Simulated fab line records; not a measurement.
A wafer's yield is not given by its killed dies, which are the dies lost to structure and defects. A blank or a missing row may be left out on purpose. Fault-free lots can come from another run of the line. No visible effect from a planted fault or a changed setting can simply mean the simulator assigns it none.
Struck lot and sound lot, side by side | flow n5 finfet | 15 steps out of a route of 1938
Sound: the wafers L833.3, L833.4, L833.5. The struck wafers were L824.1, L824.3, L824.4. The cause is named last.
Per side, at each step with rows, come the tool, then ch with its chambers, and then its first start. Under that, the readings that differ: sound wafers | struck wafers | difference of the means | sigmas: that difference in standard deviations of wafers without a fault.
alike: same words and numbers on both sides, and readings whose means sit less than 2 such deviations apart. not compared: any withheld reading, any reading some wafer has no value for, any bound like >300 that may hide the same value, and any number with overlapping values for which the record gives no deviation.
The two part at a step that has a row with sigmas, a row that says differs or no value, or rows on one side only. When numbers do not overlap yet have no deviation, they are printed without sigmas and do not part them. A reading that every wafer of one side lacks parts them only if that side has two wafers or more.

first, 1 step without rows for these wafers: N5_BEOL_M2_SRD_43 (time 30 s).
N5_BEOL_M2_CD_MEAS_35: target cd 18 nm, target cd y 22.2 nm.
  struck on cd sem-03, day 9 20:58; sound on cd sem-02, day 11 18:34
  alike: cd nm
N5_BEOL_M2_DEGAS_44: time 60 s.
  struck on pvd sputter-03, day 9 21:15; sound on pvd sputter-01, day 11 19:09
  alike: heater power w
then, 2 steps without rows for these wafers: N5_BEOL_M2_PRE_CLEAN_45 (time 30 s); N5_BEOL_M2_ALD_84 (deposits TaN, pulse time 2 s, purge time 3 s, co reactant purge time 2 s).
N5_BEOL_M2_SURFACE_TREAT_85:
  struck on pvd sputter-02, day 9 21:45; sound on pvd sputter-01, day 11 19:40
  not compared: throttle valve pct
then, 1 step without rows for these wafers: N5_BEOL_M2_CVD_47 (deposits Co from CCTBA/H2, target thk 3 nm, time 223.8 s).
N5_BEOL_M2_SPUTTER_48: material Cu, target thk 4.5 nm, time 8.29 s.
  struck on pvd sputter-02, day 9 21:59; sound on pvd sputter-03, day 11 20:02
  alike: throttle valve pct
N5_BEOL_M2_ANNEAL_49: time 240 s.
  struck on pvd sputter-02, day 9 22:04; sound on pvd sputter-03, day 11 20:07
  alike: heater power w, susceptor temp C
N5_BEOL_M2_SPUTTER_79: material Cu, target thk 4.5 nm, time 8.29 s.
  struck on pvd sputter-02, day 9 22:13; sound on pvd sputter-03, day 11 20:15
  alike: throttle valve pct
then, 2 steps without rows for these wafers: N5_BEOL_M2_ANNEAL_80 (time 240 s); N5_BEOL_M2_SPUTTER_81 (material Cu, target thk 4.5 nm, time 8.29 s).
N5_BEOL_M2_ANNEAL_82: time 240 s.
  struck on pvd sputter-02, day 9 22:31; sound on pvd sputter-03, day 11 20:33
  no value came back on the struck wafers for heater power w (W), susceptor temp C (C); on the sound wafers heater power w (W) reads 1044 941 863
then, 1 step without rows for these wafers: N5_BEOL_M2_SPUTTER_86 (material Cu, target thk 4.5 nm, time 8.29 s).
N5_BEOL_M4_RC_MEAS_101:
  sound on prober-02 ch 0, day 12 21:16; struck on prober-01 ch 0, day 10 22:06
  alike: DIBL_N, DIBL_P, IOFF_N, IOFF_P, ION_N, ION_P, SS_N, SS_P, VT_N, VT_P

## WHERE THEY PART
At N5_BEOL_M2_ANNEAL_82 and nowhere else, as far as this record goes. Later steps at which nothing parts them and some readings are alike: N5_BEOL_M4_RC_MEAS_101.

WHY: the cause the simulator had injected
Beginning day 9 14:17, the whole step at N5_BEOL_M2_ANNEAL_82 was skipped on pvd sputter-02. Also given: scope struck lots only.
